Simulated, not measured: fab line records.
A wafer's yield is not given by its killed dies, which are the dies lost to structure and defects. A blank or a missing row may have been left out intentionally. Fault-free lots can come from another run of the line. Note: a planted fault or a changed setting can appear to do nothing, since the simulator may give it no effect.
Which tool is to blame?    flow nand harc    route of 1302 steps, sampled at 1 step: 24 lots, 72 wafers

WHAT THE GAUGES READ, wafer by wafer
NHARC_A_CHANNEL_HOLE_D2_CD_MEAS_18. Usual: cd nm 99.8 nm, standard deviation 1.8.
lot   measured      on         cd nm (nm)         flag
L074  day 13 09:31  cd sem-01  99.9 102.0 100.6   
L075  day 13 09:55  cd sem-01  98.0 98.8 102.6    
L076  day 14 08:16  cd sem-02  101.9 101.0 98.7   
L077  day 14 08:45  cd sem-02  101.9 100.2 98.8   
L078  day 14 15:11  cd sem-03  101.6 100.1 100.3  
L079  day 15 04:59  cd sem-02  101.1 100.4 100.7  
L080  day 15 18:12  cd sem-02  103.9 101.4 101.8  
L081  day 16 03:02  cd sem-01  100.1 98.5 99.8    
L082  day 16 11:17  cd sem-02  99.5 100.7 100.4   
L083  day 17 03:43  cd sem-02  99.7 99.1 99.7     
L084  day 17 13:53  cd sem-01  96.8 99.7 98.2     
L085  day 17 14:47  cd sem-02  101.2 104.5 100.4  
L086  day 17 22:59  cd sem-03  98.7 99.2 99.2     
L087  day 18 15:06  cd sem-02  98.7 100.0 101.7   
L088  day 19 12:49  cd sem-01  98.0 98.5 96.7     
L091  day 19 21:28  cd sem-02  101.0 102.4 102.2  
L090  day 19 21:38  cd sem-01  99.7 98.6 97.8     
L089  day 19 22:46  cd sem-02  98.3 97.2 99.6     
L092  day 20 12:20  cd sem-02  98.0 100.2 97.1    
L093  day 21 05:18  cd sem-03  99.3 98.4 100.5    
L094  day 21 23:10  cd sem-01  96.3 100.2 101.0   
L095  day 22 02:15  cd sem-01  99.3 101.7 100.6   
L097  day 22 07:35  cd sem-02  97.7 95.7 96.1     
L096  day 22 07:44  cd sem-02  99.0 99.7 98.5     

WHICH TOOL RAN EACH LOT (tool, then ch and the chambers of the sampled wafers, then the start)
The record holds no process step before these readings.

WHAT THE TOOLS THEMSELVES READ (means of the sampled wafers that have a number; where no wafer has one, the mark that the record gives instead)
The record holds no such reading with a usual standard deviation.

THE ANSWER, worked out from the rows above alone
Rule: a lot counts as off when the mean over its wafers that have a number is more than 3 standard deviations away from the usual mean. Also off: a lot with no number at a reading for which 4 or more lots have one. Where the step has rows for the other lots, those lots are counted as sound. The gauges are gone through in route order, then the tools' own readings, and for those a lot's mean is taken as printed above. The first step at which some lot is off is used, and at that step the reading that is off furthest; a lot without a number counts as furthest.
Across all readings shown, no lot is off: no conclusion can be drawn from this.

WHAT WAS PUT IN BY THE SIMULATOR
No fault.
